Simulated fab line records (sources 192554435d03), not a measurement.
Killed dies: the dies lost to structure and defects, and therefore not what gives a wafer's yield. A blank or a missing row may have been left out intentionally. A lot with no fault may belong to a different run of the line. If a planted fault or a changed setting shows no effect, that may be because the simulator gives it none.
Comparing a struck lot with a sound one + flow n5 finfet + 14 steps out of a route of 1938
Sound: these wafers, L477.1, L477.3, L477.5. Wafers L463.1, L463.4, L463.5 were the ones struck. The cause is named last.
At each step with rows: each side's tool, then ch and its chambers, then its first start. Under that, the readings that differ: sound wafers + struck wafers + difference of the means + sigmas: that difference in standard deviations of wafers without a fault.
alike: a reading whose means differ by less than 2 such deviations, as well as words and numbers matching on both sides. not compared: withheld readings; readings where some wafer has no value; bounds like >300 that might hide an equal value; numbers whose values overlap and for which the record gives no deviation.
Wherever a step has rows on one side only, a row that says differs or no value, or a row with sigmas, the two part there. When numbers do not overlap yet have no deviation, they are printed without sigmas and do not part them. A reading missing from all wafers of one side parts the sides only when that side holds two or more wafers.

first, 1 step without rows for these wafers: N5_HKMG_FIN_IL_REGROW_00 (material SiO2, chemistry O3, target thk 0.75 nm, time 30 s).
N5_HKMG_FIN_HK_ALD_01: deposits HfO2, target thk 1.6 nm, pulse time 3 s, purge time 3 s.
  sound on ald hk-01 ch 0,1,2, day 8 12:59; struck on ald hk-02 ch 0,2,3, day 5 00:42
  alike: precursor pulse height rel
N5_HKMG_FIN_HK_ANNEAL_02: time 30 s.
  sound on rtp anneal-02 ch 0, day 8 13:11; struck on rtp anneal-01 ch 0, day 5 00:53
  alike: lamp power pct, wafer_temp_C_max
N5_HKMG_FIN_ALD_74: deposits La2O3, target thk 0.5 nm, pulse time 6 s, co reactant pulse time 1 s.
  sound on ald hk-03 ch 0,2,3, day 8 13:25; struck on ald hk-03 ch 1,2,3, day 5 01:07
  alike: heater power w, precursor pulse height rel
N5_HKMG_FIN_ALD_75: deposits Al2O3, target thk 1 nm, co reactant pulse time 1 s.
  sound on ald hk-03 ch 0,2,3, day 8 13:29; struck on ald hk-03 ch 1,2,3, day 5 01:11
  alike: heater power w, precursor pulse height rel
then, 7 steps without rows for these wafers: N5_HKMG_FIN_COAT_41 (time 60 s, resist thk 300 nm); N5_HKMG_FIN_COAT_42 (time 60 s, resist thk 35 nm); N5_HKMG_FIN_COAT_43 (resist thk 90 nm); N5_HKMG_FIN_EBR_45; N5_HKMG_FIN_SOFTBAKE_44 (time 60 s); N5_HKMG_FIN_EXPOSE_46 (exposes mask NDIPOLE); N5_HKMG_FIN_PEB_47 (peb time 60 s).
N5_HKMG_FIN_DEVELOP_48: develop time 30 s.
  struck on litho track-03, day 5 01:35; sound on litho track-03 ch 0, day 8 13:46
  no value came back on the struck wafers for chill plate temp C (C), develop time s (s), developer temp C (C); on the sound wafers chill plate temp C (C) reads 23.00 23.05 22.92
| reading                                       | sound          | struck         | difference | sigmas |
|-----------------------------------------------|----------------|----------------|------------|--------|
| model.CAR-ArF_of_HKMG_FIN_COAT_43.thk nm (nm) | 88.8 88.8 88.8 | 89.8 89.8 90.2 | +1.1       |        |
N5_HKMG_FIN_CD_MEAS_49: the cd target is 202 nm.
  sound on cd sem-03 ch 0, day 8 13:49; struck on cd sem-03 ch 0, day 5 01:39
| reading    | sound             | struck | difference                    | sigmas |
|------------|-------------------|--------|-------------------------------|--------|
| cd nm (nm) | 202.9 202.6 202.6 | - - -  | no value on the struck wafers |        |

## WHERE THEY PART
At N5_HKMG_FIN_DEVELOP_48 first; at N5_HKMG_FIN_CD_MEAS_49 last (within this record only).

WHY: whatever the simulator had introduced
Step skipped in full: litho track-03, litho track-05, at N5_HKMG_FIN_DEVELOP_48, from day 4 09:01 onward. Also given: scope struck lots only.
